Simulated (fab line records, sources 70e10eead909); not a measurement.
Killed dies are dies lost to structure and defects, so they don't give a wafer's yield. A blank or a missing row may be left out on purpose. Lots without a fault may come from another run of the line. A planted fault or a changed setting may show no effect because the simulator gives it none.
fab line records | flow nand_harc
record lots=12 wafers=36 last_day=33
route steps=1302 shown A_WL_FILL@956 END@1302
lots that met no fault: from a run of the same line without faults
start_h: hours from the record's first day to the start of the lot's first wafer shown | wait_h: hours since the lot's step before | " the same as in the row above | L1.1+2: a row that stands for several wafers | - no value, or no start given | * or withheld: withheld | < > ~ a bound
route shown NAME@n: a module of which the file shows steps, and the number in the route of the first | usual: mean/standard deviation of fault-free wafers | same: alike in all rows | chamber/n: place in a boat | sites: the reading at each site | _std_site: their standard deviation | _edge_site: outer sites' mean less inner sites' | radius_mm: how far each site lies from the wafer's centre | mask NAME#n: copy n | behind: the tool/chamber that last shaped the wafer | hold: why the lot was held/for how many hours/how that ended | device: the transistor (n, p or np) that didn't switch | end of line: the same wafers' tests at the end of the route | a step without rows: its recipe alone | killed: dies lost to structure and defects at the first sort, not the wafer's yield | map: a wafer's dies, x killed, . not, _ none there
set.NAME: the setting as run; set.NAME@STEP: as run at that earlier step | model.NAME: the simulator's own value behind a step, which no gauge read
steps of the route over a sample of lots; a table a step, a row a wafer
services: from which hour (start_h, from the record's first day; less than 0 if before it) a tool's chamber was out of use, for how many hours, and why
## steps
# step NHARC_A_WL_FILL_CVD_03
# recipe target_thk_a=400 temp_c=300 pressure_torr=40 wf6_flow_sccm=40 h2_flow_sccm=1600 ar_flow_sccm=1560 time_s=279 material=W
# usual heater_power_w=461/41 throttle_valve_pct=8.13/0.24
# columns lot.wafer tool chamber start_h wait_h heater_power_w throttle_valve_pct
L551.1 cvd_w-01 1 470.21 0.1 519 8.28
L551.5 " 0 " " 432 8.38
L551.6 " 1 " " 533 7.82
L554.2 cvd_w-01 1 489.39 0.1 528 7.85
L554.4 " 0 " " 429 8.55
L554.6 " 1 " " 526 7.91
L555.1 cvd_w-01 0 512.62 0.1 437 8.42
L555.2 " 1 " " 535 7.89
L555.6 " 0 " " 433 8.50
L561.1 cvd_w-01 0 566.13 0.1 435 8.16
L561.3 " 1 " " 504 8.20
L561.6 " 0 " " 447 8.22
L563.1 cvd_w-02 0 578.82 0.1 406 8.00
L563.3 " 0 " " 403 8.10
L563.4 " 1 " " 462 7.68
L567.1 cvd_w-02 0 623.19 0.1 412 8.28
L567.2 " 1 " " 454 8.14
L567.3 " 0 " " 404 8.26
L566.2 cvd_w-01 0 623.19 0.1 439 8.23
L566.1 " 1 " " 499 8.36
L566.5 " 1 " " 491 8.29
L568.2 cvd_w-01 1 657.70 0.1 508 7.96
L568.4 " 0 " " 451 8.15
L568.6 " 1 " " 511 8.05
L570.3 cvd_w-02 0 657.79 0.2 415 8.32
L570.4 " 1 " " 456 8.01
L570.5 " 0 " " 406 7.92
L572.2 cvd_w-01 0 669.85 0.1 443 8.25
L572.1 " 1 " " 502 8.29
L572.4 " 1 " " 502 8.17
L571.2 cvd_w-02 0 669.91 0.1 412 7.95
L571.3 " 0 " " 403 8.09
L571.6 " 0 " " 400 8.14
L573.4 cvd_w-01 1 685.70 0.2 514 7.80
L573.5 " 0 " " 443 8.43
L573.6 " 1 " " 516 8.23
# step NHARC_A_WL_FILL_ETCHBACK_04
# recipe target_depth_a=600 time_s=120 chemistry=NF3
# usual drypump_motor_current_A=5.7/0.48 oes_product_au=1.000/0.015 run_length_s=141.3/0.45
# columns lot.wafer tool chamber start_h wait_h drypump_motor_current_A oes_product_au rf_hours_counter_h run_length_s
L551.1 rie_metal-01 0 470.53 0.3 6.4 0.983 0.9 141.3
L551.5 " 0 " " 6.4 0.987 - 141.2
L551.6 " 1 " " 5.4 1.010 - 141.6
L554.2 rie_metal-03 1 489.79 0.4 6.0 1.003 2.7 141.7
L554.4 " 0 " " 5.6 1.018 - 140.8
L554.6 " 1 " " 6.0 0.998 - 141.7
L555.2 rie_metal-02 0 513.00 0.3 4.8 0.999 0.8 140.8
L555.1 " 1 " " 5.9 1.023 0.8 141.5
L555.6 " 0 " " 4.8 0.981 - 141.2
L561.1 rie_metal-02 0 566.49 0.3 4.8 0.994 1.9 141.1
L561.3 " 1 " " 6.0 1.024 - 141.2
L561.6 " 0 " " 4.8 0.999 - 140.7
L563.1 rie_metal-03 0 579.23 0.4 5.6 1.007 1.3 140.7
L563.3 " 1 " " 6.0 0.987 - 141.7
L563.4 " 0 " " 5.6 1.009 - 140.9
L567.2 rie_metal-01 0 623.56 0.3 6.3 0.973 0.4 141.3
L567.1 " 1 " " 5.4 1.010 0.4 141.2
L567.3 " 0 " " 6.3 0.975 - 141.5
L566.1 rie_metal-03 0 623.59 0.3 5.6 1.006 2.0 140.9
L566.2 " 1 " " 6.0 0.988 2.0 142.1
L566.5 " 0 " " 5.6 0.988 - 141.5
L568.2 rie_metal-01 0 658.07 0.3 6.3 0.972 0.9 141.7
L568.4 " 1 " " 5.4 1.006 - 141.3
L568.6 " 0 " " 6.3 0.978 - 141.5
L570.4 rie_metal-02 0 658.13 0.2 4.8 1.019 - 140.6
L570.3 " 1 " " 5.9 1.012 - 141.6
L570.5 " 0 " " 4.8 1.019 - 140.6
L572.1 rie_metal-01 0 670.21 0.3 6.4 0.978 1.4 141.1
L572.2 " 1 " " 5.4 1.008 1.4 141.5
L572.4 " 1 " " 5.3 1.014 - 141.7
L571.2 rie_metal-03 0 670.27 0.3 5.6 0.994 3.0 141.2
L571.3 " 1 " " 6.0 0.984 - 142.1
L571.6 " 0 " " 5.6 0.996 - 141.0
L573.4 rie_metal-01 1 686.02 0.3 5.4 1.008 - 141.5
L573.6 " 0 " " 6.3 0.976 - 141.4
L573.5 " 1 " " 5.4 1.019 - 141.3
# step NHARC_A_WL_FILL_STRIP_29
# recipe time_s=20 o2_flow_sccm=500 ar_flow_sccm=0 bias_w=0 chemistry=O2
# usual drypump_motor_current_A=5.6/0.48 oes_product_au=1.002/0.016 rf_vpp_V=57.7/0.89 showerhead_plenum_p_Torr=3.51/0.13 throttle_valve_pct=17.036/0.0082
# columns lot.wafer tool chamber start_h wait_h drypump_motor_current_A oes_product_au rf_hours_counter_h rf_vpp_V showerhead_plenum_p_Torr throttle_valve_pct
L551.1 rie_diel-06 2 481.15 0.1 5.5 0.986 4.3 57.2 3.59 17.036
L551.6 " 0 " " 5.9 0.975 - 58.3 3.43 17.034
L551.5 " 2 " " 5.4 0.976 - 59.3 3.59 17.034
L554.2 rie_diel-06 1 500.18 0.1 5.4 0.984 0.0 57.6 3.34 17.045
L554.4 " 2 " " 5.5 1.003 0.0 57.7 3.59 17.020
L554.6 " 0 " " 5.9 0.986 - 57.8 3.43 17.033
L555.2 rie_diel-06 2 523.19 0.1 5.4 0.995 0.4 57.0 3.59 17.036
L555.1 " 3 " " 5.4 1.008 0.3 58.3 3.36 17.038
L555.6 " 0 " " 5.9 1.005 - 57.0 3.43 17.040
L561.3 rie_diel-10 3 577.82 0.1 5.0 0.992 7.6 59.1 3.67 17.042
L561.1 " 1 " " 5.7 0.987 7.7 57.7 3.67 17.025
L561.6 " 0 " " 4.9 1.024 - 59.3 3.50 17.041
L563.3 rie_diel-06 0 589.25 0.1 5.9 0.996 1.0 57.3 3.43 17.032
L563.1 " 1 " " 5.4 1.004 2.4 58.2 3.34 17.030
L563.4 " 2 " " 5.4 1.003 2.5 57.0 3.59 17.026
L566.2 rie_diel-06 0 636.79 0.1 5.9 0.996 2.2 57.7 3.43 17.037
L566.1 " 1 " " 5.4 0.988 3.4 57.1 3.34 17.030
L566.5 " 0 " " 5.9 0.999 - 57.2 3.43 17.023
L567.3 rie_diel-02 0 636.85 0.1 5.2 0.973 1.5 57.7 3.37 17.027
L567.2 " 1 " " 6.7 0.977 1.6 58.8 3.62 17.045
L567.1 " 2 " " 4.9 1.001 1.4 57.3 3.45 17.040
L570.3 rie_diel-10 2 668.95 0.1 6.0 1.029 3.0 57.5 3.53 17.037
L570.4 " 3 " " 5.0 1.008 4.2 57.4 3.67 17.051
L570.5 " 3 " " 5.0 1.017 - 58.4 3.67 17.038
L568.2 rie_diel-10 3 671.05 0.1 5.0 1.029 4.3 58.4 3.67 17.048
L568.4 " 2 " " 6.1 1.034 - 58.0 3.53 17.046
L568.6 " 1 " " 5.7 1.027 - 57.0 3.66 17.032
L571.3 rie_diel-02 1 685.81 0.1 6.7 0.975 2.5 59.1 3.62 17.033
L571.2 " 0 " " 5.2 0.984 2.5 58.0 3.37 17.038
L571.6 " 2 " " 4.9 0.996 - 57.1 3.46 17.031
L572.4 rie_diel-10 2 688.87 0.1 6.1 1.013 4.3 57.7 3.53 17.034
L572.1 " 3 " " 5.0 1.012 5.7 59.7 3.66 17.052
L572.2 " 0 " " 5.0 0.994 4.9 58.6 3.50 17.044
L573.4 rie_diel-02 1 701.48 0.1 6.7 0.984 3.1 58.6 3.62 17.023
L573.6 " 3 " " 6.2 1.020 - 56.8 3.30 17.035
L573.5 " 0 " " 5.2 0.969 - 55.5 3.37 17.032
# step NHARC_A_WL_FILL_ETCHBACK_26
# recipe target_depth_a=520 time_s=13.3 hbr_flow_sccm=150 rf_w=350 icp_w=350 bias_w=60 chemistry=HBr
# usual drypump_motor_current_A=5.9/0.37 oes_product_au=0.997/0.014 run_length_s=34.4/0.43 throttle_valve_pct=23.268/0.0091
# columns lot.wafer tool chamber start_h wait_h drypump_motor_current_A oes_product_au rf_hours_counter_h run_length_s throttle_valve_pct
L551.1 rie_si-03 1 486.51 0.4 5.6 1.011 0.59 34.4 23.269
L551.6 " 2 " " 5.2 1.008 - 35.2 23.270
L551.5 " 3 " " 5.4 1.021 - 34.0 23.267
L554.4 rie_si-03 1 505.38 0.4 5.6 1.002 0.69 34.4 23.272
L554.2 " 0 " " 5.5 0.974 0.62 34.2 23.277
L554.6 " 1 " " 5.6 1.001 - 34.4 23.274
L555.1 rie_si-03 2 528.49 0.4 5.3 0.983 0.94 34.6 23.260
L555.2 " 1 " " 5.6 1.001 0.80 34.4 23.268
L555.6 " 3 " " 5.4 0.990 - 33.9 23.272
L561.1 rie_si-05 3 583.02 0.4 6.1 1.021 0.51 31.3 23.282
L561.3 " 0 " " 6.1 0.995 0.65 31.9 23.267
L561.6 " 0 " " 6.0 0.983 - 31.3 23.257
L563.3 rie_si-05 0 594.42 0.4 6.1 0.984 0.71 32.0 23.270
L563.4 " 1 " " 6.3 0.985 0.75 31.2 23.260
L563.1 " 3 " " 6.1 1.027 0.59 31.1 23.275
L566.1 rie_si-02 1 642.09 0.4 5.5 0.979 0 34.2 23.274
L566.2 " 0 " " 6.0 1.024 0 35.0 23.271
L566.5 " 2 " " 5.9 1.000 - 34.4 23.266
L567.1 rie_si-03 1 642.11 0.4 5.7 0.998 0.36 34.5 23.285
L567.3 " 2 " " 5.2 1.004 0.36 34.7 23.267
L567.2 " 3 " " 5.4 0.975 0.28 33.8 23.254
L570.3 rie_si-03 3 675.59 0.4 5.4 0.983 0.48 34.0 23.263
L570.4 " 0 " " 5.5 0.994 0.54 34.1 23.266
L570.5 " 3 " " 5.4 0.988 - 34.1 23.268
L568.4 rie_si-05 3 675.60 0.4 6.1 0.998 0.06 33.8 23.285
L568.2 " 0 " " 6.1 0.989 0.06 34.3 23.283
L568.6 " 2 " " 6.5 1.010 - 34.5 23.278
L571.3 rie_si-02 1 691.17 0.4 5.5 0.979 0.32 34.1 23.255
L571.2 " 3 " " 6.1 0.994 0.29 34.8 23.274
L571.6 " 1 " " 5.5 0.982 - 34.2 23.268
L572.1 rie_si-05 2 694.19 0.4 6.5 0.998 0.21 33.8 23.256
L572.2 " 0 " " 6.1 0.975 0.16 34.6 23.261
L572.4 " 1 " " 6.3 0.992 0.21 34.2 23.273
L573.4 rie_si-05 0 707.20 0.4 6.1 0.992 0.20 34.3 23.251
L573.6 " 2 " " 6.5 0.992 - 33.9 23.277
L573.5 " 3 " " 6.1 1.000 - 34.2 23.247
# step NHARC_END_SORT_01
# recipe temp_c=25
# usual killed_at_array=52/19 killed_at_other=1.0/1.2 killed_at_periphery=4.1/2.8 killed_dies=57/19 killed_open=3.1/1.7 killed_short=2.5/1.5
# same gross_dies=677
# columns lot.wafer tool chamber start_h wait_h killed_at_array killed_at_other killed_at_periphery killed_dies killed_open killed_short
L566.1 prober-01 0 718.37 2.5 64 1 7 72 5 3
L567.1 prober-02 0 718.40 2.5 53 7 1 61 2 2
L567.2 prober-02 0 719.20 2.8 39 2 4 45 7 4
L567.3 prober-02 0 720.01 3.1 48 4 5 57 5 2
L570.3 prober-02 0 750.97 3.1 46 1 5 52 8 2
L570.4 prober-02 0 751.79 3.5 65 2 4 71 0 2
L570.5 prober-02 0 752.60 3.8 26 0 3 29 2 3
# killed by level:class
L566.1 A_SLIT:chamber_film_flake=32 A_CHANNEL_HOLE_D2:chamber_film_flake=12 A_WL_FILL:chamber_film_flake=5 A_CHANNEL_FILL_D1:chamber_film_flake=4 A_CONTACT:chamber_film_flake=3 A_SGD_CUT:geometric_particle:short=2 P_GATE:chamber_film_flake=2 P_STI:geometric_particle:open=1
L567.1 A_CHANNEL_HOLE_D1:chamber_film_flake=38 THIN_TSV:chamber_film_flake=7 A_STAIRCASE:chamber_film_flake=5 A_ZERO_WELL:chamber_film_flake=3 A_CONTACT:chamber_film_flake=2 P_CONTACT:geometric_particle:open=1 A_ONON_D1:geometric_particle:short=1 A_DECK1_JOINT:geometric_particle:open=1
L567.2 A_CHANNEL_HOLE_D1:chamber_film_flake=19 A_CONTACT:chamber_film_flake=5 A_STAIRCASE:chamber_film_flake=3 P_CONTACT:geometric_particle:open=2 A_CHANNEL_FILL_D2:geometric_particle:open=2 A_SLIT:chamber_film_flake=2 THIN_TSV:chamber_film_flake=2 P_M0:geometric_particle:open=1
L567.3 A_CHANNEL_HOLE_D1:chamber_film_flake=33 A_STAIRCASE:chamber_film_flake=5 A_CONTACT:chamber_film_flake=5 THIN_TSV:chamber_film_flake=3 P_CONTACT:geometric_particle:open=2 P_M2:chamber_film_flake=2 A_CHANNEL_HOLE_D1:geometric_particle:short=1 P_M0:geometric_particle:open=1
L570.3 A_CHANNEL_HOLE_D1:chamber_film_flake=16 A_SLIT:chamber_film_flake=10 A_CHANNEL_HOLE_D2:chamber_film_flake=6 P_CONTACT:geometric_particle:open=2 A_DECK1_JOINT:chamber_film_flake=2 A_SGD_CUT:chamber_film_flake=2 A_WL_FILL:chamber_film_flake=2 A_CONTACT:chamber_film_flake=2
L570.4 A_CHANNEL_HOLE_D2:chamber_film_flake=28 A_SLIT:chamber_film_flake=22 A_CHANNEL_HOLE_D1:chamber_film_flake=8 A_SGD_CUT:chamber_film_flake=3 P_CONTACT:chamber_film_flake=2 A_ONON_D2:geometric_particle:short=1 A_M0:geometric_particle:short=1 P_STI:chamber_film_flake=1
L570.5 A_SLIT:chamber_film_flake=8 A_CHANNEL_HOLE_D2:chamber_film_flake=7 A_CHANNEL_HOLE_D1:chamber_film_flake=3 P_CONTACT:chamber_film_flake=2 A_SOURCE_PLATE:geometric_particle:short=1 A_CHANNEL_FILL_D1:geometric_particle:open=1 A_DECK1_JOINT:geometric_particle:short=1 A_ONON_D2:geometric_particle:short=1
## services
# columns tool chamber start_h hours kind
rie_metal-03 0 456.32 1.9 repair
rie_si-03 - 460.27 0.5 repair
rie_si-05 0 471.48 1.2 repair
rie_diel-06 1 472.58 11.6 repair
rie_metal-03 - 478.05 1.5 repair
rie_si-05 - 482.00 9.0 pm
rie_diel-06 - 484.20 9.0 pm
rie_diel-10 2 495.53 2.9 repair
rie_si-03 2 535.35 7.4 repair
rie_si-05 0 537.79 1.1 repair
rie_diel-06 0 543.21 3.0 repair
cvd_w-01 - 547.22 13.0 pm
rie_diel-06 0 563.32 18.0 repair
rie_metal-01 0 564.49 13.3 repair
rie_si-03 - 575.00 9.0 pm
rie_metal-01 - 575.01 9.0 pm
rie_diel-06 1 606.83 10.3 repair
rie_si-05 - 659.00 9.0 pm
rie_diel-06 - 661.20 9.0 pm
cvd_w-01 - 667.74 1.0 repair
rie_diel-06 1 687.29 8.6 repair
rie_diel-06 1 696.92 12.9 repair
rie_si-05 - 697.98 0.3 repair
rie_diel-06 2 698.37 15.2 repair
## key
first_sign step=NHARC_A_WL_FILL_ETCHBACK_26 reading=run_length_s direction=down sigmas=6.9 usual=* struck=*
effect none on later readings
met_at NHARC_A_WL_FILL_ETCHBACK_26
struck_lots L561,L563
tester_left_out L561,L563
not_acting_at NHARC_A_WL_FILL_CVD_03,NHARC_A_WL_FILL_ETCHBACK_04,NHARC_A_WL_FILL_STRIP_29
fault kind=process_parameter_drift tool=rie_si-05 chamber=- onset_h=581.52 steps=NHARC_A_WL_FILL_ETCHBACK_26 channel=time_s offset=* shape=step end_h=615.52 acts_in=* stated=*
# tester_left_out: of these lots the tester's yield and bins aren't shown, on N5 and GAA mostly nor the transistor test; their killed dies are dies lost to structure and defects alone, not to doping, threshold or leakage, so they don't give the yield
